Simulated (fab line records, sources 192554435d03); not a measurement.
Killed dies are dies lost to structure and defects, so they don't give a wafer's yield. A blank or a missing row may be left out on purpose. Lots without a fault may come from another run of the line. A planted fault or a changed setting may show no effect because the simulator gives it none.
Chamber matching | flow n5_finfet | N5_SD_EPI_P_ETCH_16 on rie_diel-01: 4 sister chambers
The step etches SiO2 in CHF3/O2, target depth 5 nm. 14 wafers are shown with their chamber, then 7 later ones without.

WAFERS WITH THEIR CHAMBER
wafer  | chamber | showerhead_plenum_p_Torr (Torr) | rf_vpp_V (V) | drypump_motor_current_A (A)
L077.2 | 2       | 2.37                            | 518          | 5.6
L077.3 | 1       | 2.29                            | 515          | 5.7
L077.6 | 2       | 2.37                            | 519          | 5.6
L080.3 | 3       | 2.33                            | 487          | 6.3
L080.4 | 2       | 2.36                            | 520          | 5.6
L080.5 | 2       | 2.36                            | 520          | 5.6
L082.3 | 0       | 2.41                            | 540          | 6.0
L082.5 | 0       | 2.41                            | 543          | 6.0
L082.6 | 1       | 2.29                            | 515          | 5.7
L083.2 | 0       | 2.41                            | 540          | 6.0
L083.3 | 2       | 2.36                            | 520          | 5.6
L083.5 | 2       | 2.36                            | 519          | 5.6
L085.1 | 2       | 2.36                            | 519          | 5.7
L085.4 | 3       | 2.33                            | 487          | 6.3

SIGNATURES (means of the wafers above)
reading                  | chamber 0 | chamber 1 | chamber 2 | chamber 3 | scatter within a chamber
showerhead_plenum_p_Torr | 2.4100    | 2.2900    | 2.3629    | 2.3300    | 0.00378
rf_vpp_V                 | 541.00    | 515.00    | 519.29    | 487.00    | 0.971
drypump_motor_current_A  | 6.000     | 5.700     | 5.614     | 6.300     | 0.0293
Rule: a wafer's distance from a chamber is the root of the sum, over the readings, of the square of ((its reading less the chamber's mean) divided by the reading's scatter). The wafer belongs to the nearest chamber; if the next one is less than 2 further off, it can't be placed. The scatter: the root of (the sum of the squares of (reading less its chamber's mean) over the shown wafers, divided by (wafers less chambers)).

WAFERS WITHOUT THEIR CHAMBER
wafer  | showerhead_plenum_p_Torr (Torr) | rf_vpp_V (V) | drypump_motor_current_A (A)
L085.5 | 2.29                            | 516          | 5.7
L090.4 | 2.41                            | 539          | 6.1
L090.5 | 2.41                            | 541          | 6.0
L090.6 | 2.28                            | 517          | 5.7
L096.2 | 2.28                            | 514          | 5.7
L096.4 | 2.32                            | 486          | 6.3
L096.5 | 2.35                            | 517          | 5.6

WHICH CHAMBER EACH WENT THROUGH
wafer  | from the rows above | in truth
L085.5 | 1                   | 1
L090.4 | 0                   | 0
L090.5 | 0                   | 0
L090.6 | 1                   | 1
L096.2 | 1                   | 1
L096.4 | 3                   | 3
L096.5 | 2                   | 2
Placed correctly: 7 of 7. Can't be placed from these rows: 0. Placed wrongly: 0.
